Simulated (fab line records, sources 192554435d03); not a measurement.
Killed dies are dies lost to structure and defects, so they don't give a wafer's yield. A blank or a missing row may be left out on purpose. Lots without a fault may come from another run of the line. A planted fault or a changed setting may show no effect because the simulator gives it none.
Problem report in the 8D (eight disciplines) form, filled by code | flow n5_finfet | the parts of the form that need people (team, actions taken, sign-off) are left out

1. THE PROBLEM
spin_speed_rpm at N5_WELL_APT_COAT_19 reads a mean of 1482.7 rpm on 6 wafers of 2 lots; wafers without a fault read 1357.0 rpm with a standard deviation of 1.1. That is +99 or more standard deviations from the usual mean.
The step: resist thk 950 nm.
First seen on wafer L838.2, day 3 14:43, on litho_track-01. The record holds 27 wafers of 9 lots with a number at this step. Rule for "out", or "out of limits": more than 4 standard deviations from the usual mean. The other wafers with a number count as sound.

2. WHAT IT IS AND WHAT IT IS NOT
question                    | is                     | is not
which readings at this step | spin_speed_rpm         | -
which lots                  | L838, L844             | L831, L832, L833, L834, L846, L847, L851
which wafers of those lots  | all that have a number | -
read on which tools         | litho_track-01         | litho_track-03, litho_track-04
when                        | from day 3 14:43       | up to then (12 sound wafers); but 9 sound wafers of L846, L847, L851 came after

3. SUSPECTS, AND WHAT RULES EACH OUT
Counting: a tool at a process step up to the reading stays a suspect if it ran every lot that is out and no sound lot after the first of them.
- litho_track-01 at N5_WELL_APT_COAT_19 (resist thk 950 nm): kept. It ran every lot that is out, first L838 (day 3 14:43), and no sound lot after that; its last sound lot up to then is L834 (day 2 14:32). Its own readings are out on those wafers: spin_speed_rpm.
Left after counting: litho_track-01 at N5_WELL_APT_COAT_19.

4. THE CAUSE (what the simulator had put in)
Process parameter drift: litho_track-01, from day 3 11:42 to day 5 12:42, at N5_WELL_APT_COAT_19. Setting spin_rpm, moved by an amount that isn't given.
Counting left only this tool.

5. THE CHAIN OF EFFECTS, in route order
Each row: a reading whose mean over the struck wafers that have a number lies more than 3 standard deviations from the usual. Only readings for which the record gives a usual standard deviation are gone through. hours: the time from each lot's start at the first step in this table that gives one to its start at this step, as a median over the lots. sigmas: the change in usual standard deviations.
hours | step                | reading        | usual      | on struck wafers | change | sigmas
0     | N5_WELL_APT_COAT_19 | spin_speed_rpm | 1357.0 rpm | 1482.7           | +125.7 | +99 or more
The process steps in it:
- N5_WELL_APT_COAT_19: resist thk 950 nm.
Later measuring or inspecting steps at which every struck wafer that the step has a row for has a number for every such reading, and none has moved that far: N5_WELL_APT_CD_MEAS_25, N5_PMOS_HMC_CHANNEL_EPI_CD_MEAS_09, N5_BEOL_M4_RC_MEAS_101.

6. WHAT WOULD HAVE CAUGHT IT SOONER
In this record the first reading out of limits was taken at day 3 14:43, 3 hours after the fault began at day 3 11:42.
